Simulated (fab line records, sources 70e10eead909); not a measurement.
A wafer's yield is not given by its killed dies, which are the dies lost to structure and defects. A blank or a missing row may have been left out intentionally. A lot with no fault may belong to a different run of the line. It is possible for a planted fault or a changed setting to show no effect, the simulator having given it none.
Shared-tool check -- flow nand harc -- 15 wafers sampled across 5 lots

== WHAT PROMPTED THE OPENING ==
At NHARC_END_SORT_01 the reading killed at array is flagged on 2 of 5 lots. Wafers without a fault read 26, standard deviation 9.1.
Rule: a lot is flagged when every wafer of it that has a number lies more than 4 standard deviations from that mean, or none has a number. The rest of the lots are taken to be sound.

lot,measured,on,"killed at array, wafer by wafer",flag
L771,day 19 13:20,prober-01,22 24 33,
L773,day 20 04:08,prober-01,28 31 22,
L777,day 21 01:43,prober-02,23 21 23,
L784,day 22 08:22,prober-01,244 242 242,FLAGGED
L781,day 23 09:22,prober-02,261 255 249,FLAGGED
The numbers of the flagged lots are 249 on average: +223 against the usual, or +24 standard deviations.

== WHICH TOOL RAN EACH LOT ==
The record holds 2 process steps before the reading, out of a route of 1159 steps. In each cell: the tool, then ch and the chambers that the sampled wafers went through, then the start.
lot,flag,NHARC_A_M1_CMP_23,NHARC_THIN_TSV_ANNEAL_52
L771,,"cmp-01 ch 0,2,3, day 18 03:52","rtp anneal-01 ch 0, day 19 03:05"
L773,,"cmp-02 ch 1,2,3, day 18 05:13","rtp anneal-01 ch 0, day 19 06:44"
L777,,"cmp-04 ch 0,1,3, day 19 17:11","rtp anneal-01 ch 0, day 20 15:02"
L784,FLAGGED,"cmp-04 ch 0,1, day 20 20:12","rtp anneal-01 ch 0, day 21 20:09"
L781,FLAGGED,"cmp-04 ch 0,1,2, day 21 23:20","rtp anneal-02 ch 0, day 22 22:34"
What these steps do:
- NHARC_A_M1_CMP_23: polishes, t overpolish 20 s, target thk 154.34 nm.
- NHARC_THIN_TSV_ANNEAL_52: time 90 s.
- NHARC_END_SORT_01

== FLAGGED OVER TOTAL, TOOL BY TOOL (the gauges that took the reading come last) ==
step,tool,lots run,flagged,share of the flagged lots,sound lots run after its first flagged lot
NHARC_A_M1_CMP_23,cmp-01,1,0,none,-
NHARC_A_M1_CMP_23,cmp-02,1,0,none,-
NHARC_A_M1_CMP_23,cmp-04,3,2,all,0
NHARC_THIN_TSV_ANNEAL_52,rtp anneal-01,4,1,some,0
NHARC_THIN_TSV_ANNEAL_52,rtp anneal-02,1,1,some,0
NHARC_END_SORT_01,prober-01,3,1,some,0
NHARC_END_SORT_01,prober-02,2,1,some,0

== WHAT IS ALLOWED BY THE TABLE ==
In the table, 1 row covers all flagged lots: cmp-04 at NHARC_A_M1_CMP_23.
- cmp-04 at NHARC_A_M1_CMP_23: 2 of its 3 lots flagged. Its last sound lot is L777 (day 19 17:11), its first flagged lot L784 (day 20 20:12): a fault that began between those two fits.
Just one tool remains: cmp-04 at NHARC_A_M1_CMP_23.

== WHAT HAD BEEN PUT IN BY THE SIMULATOR ==
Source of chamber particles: cmp-04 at NHARC_A_M1_CMP_23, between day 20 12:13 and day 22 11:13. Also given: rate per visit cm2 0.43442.
Shown lots that were struck: L784, L781. The rule above found the same.
